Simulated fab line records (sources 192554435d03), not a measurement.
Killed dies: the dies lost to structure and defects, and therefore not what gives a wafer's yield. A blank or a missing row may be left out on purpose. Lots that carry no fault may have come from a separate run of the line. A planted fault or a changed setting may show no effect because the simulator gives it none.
Chamber matching / flow n5 finfet / 4 sister chambers for N5_SDB_ETCH_17 on rie diel-05
The step etches SiARC in CF4, target depth 23.4 nm, time 39 s. 4 wafers are shown with their chamber, then 7 later ones without.

WAFERS WITH THEIR CHAMBER
wafer=L081.5; chamber=0; throttle valve pct (%)=15.99
wafer=L084.2; chamber=1; throttle valve pct (%)=15.39
wafer=L086.1; chamber=2; throttle valve pct (%)=14.98
wafer=L086.5; chamber=3; throttle valve pct (%)=15.78

WAFERS MISSING THEIR CHAMBER
wafer=L086.6; throttle valve pct (%)=15.47
wafer=L091.1; throttle valve pct (%)=15.01
wafer=L091.2; throttle valve pct (%)=15.80
wafer=L091.3; throttle valve pct (%)=15.43
wafer=L097.3; throttle valve pct (%)=15.45
wafer=L097.4; throttle valve pct (%)=15.03
wafer=L097.6; throttle valve pct (%)=15.83

WHICH CHAMBER EACH ONE RAN IN
wafer=L086.6; from the rows above=1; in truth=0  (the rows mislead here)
wafer=L091.1; from the rows above=2; in truth=2
wafer=L091.2; from the rows above=3; in truth=3
wafer=L091.3; from the rows above=1; in truth=1
wafer=L097.3; from the rows above=1; in truth=1
wafer=L097.4; from the rows above=2; in truth=2
wafer=L097.6; from the rows above=3; in truth=3
6 of 7 placed correctly. Left unplaced by these rows: 0. 1 placed wrongly.
How it was worked out, from the rows above alone: a wafer's distance from a chamber is the root of the sum, over the readings, of the square of ((its reading less the chamber's mean) divided by the reading's scatter). The wafer belongs to the nearest chamber; if the next one is less than 2 further off, it can't be placed. A chamber's mean is the mean of its shown wafers. The scatter (one wafer shown for each chamber): square how far every hidden wafer sits from the nearest shown wafer, average those squares and take the square root.
